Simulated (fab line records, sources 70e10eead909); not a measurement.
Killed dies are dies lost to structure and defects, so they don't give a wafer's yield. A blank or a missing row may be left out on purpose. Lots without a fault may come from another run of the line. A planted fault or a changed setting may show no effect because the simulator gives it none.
Chamber matching | flow nand_harc | NHARC_P_BONDPAD_CMP_32 on cmp-03: 4 sister chambers
The step polishes SiCN, target thk 200 nm. 7 wafers are shown with their chamber, then 7 later ones without.

WAFERS WITH THEIR CHAMBER
wafer  | chamber | motor_current_A (A) | slurry_filter_dp_kPa (kPa)
L074.2 | 2       | 10.3                | 13.57
L086.5 | 0       | 14.9                | 13.58
L091.1 | 3       | 13.1                | 13.53
L091.5 | 0       | 15.0                | 13.72
L091.6 | 1       | 14.3                | 13.32
L090.1 | 1       | 13.5                | 13.63
L090.3 | 3       | 13.2                | 13.74

WAFERS WITHOUT THEIR CHAMBER
wafer  | motor_current_A (A) | slurry_filter_dp_kPa (kPa)
L090.5 | 12.9                | 13.38
L094.1 | 12.7                | 13.21
L094.3 | 10.2                | 13.69
L094.5 | 13.2                | 13.58
L096.1 | 10.2                | 13.65
L096.2 | 14.8                | 13.46
L096.3 | 13.5                | 13.68

WHICH CHAMBER EACH WENT THROUGH
wafer  | from the rows above     | in truth
L090.5 | can't be placed: 3 or 1 | 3
L094.1 | can't be placed: 3 or 1 | 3
L094.3 | 2                       | 2
L094.5 | can't be placed: 3 or 1 | 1
L096.1 | 2                       | 2
L096.2 | can't be placed: 0 or 1 | 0
L096.3 | can't be placed: 3 or 1 | 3
Placed correctly: 2 of 7. Can't be placed from these rows: 5 (the true chamber is among the candidates in 5). Placed wrongly: 0.
How it was worked out, from the rows above alone: a wafer's distance from a chamber is the root of the sum, over the readings, of the square of ((its reading less the chamber's mean) divided by the reading's scatter). The wafer belongs to the nearest chamber; if the next one is less than 2 further off, it can't be placed. A chamber's mean is the mean of its shown wafers. The scatter: the root of (the sum of the squares of (reading less its chamber's mean) over the shown wafers, divided by (wafers less chambers)).
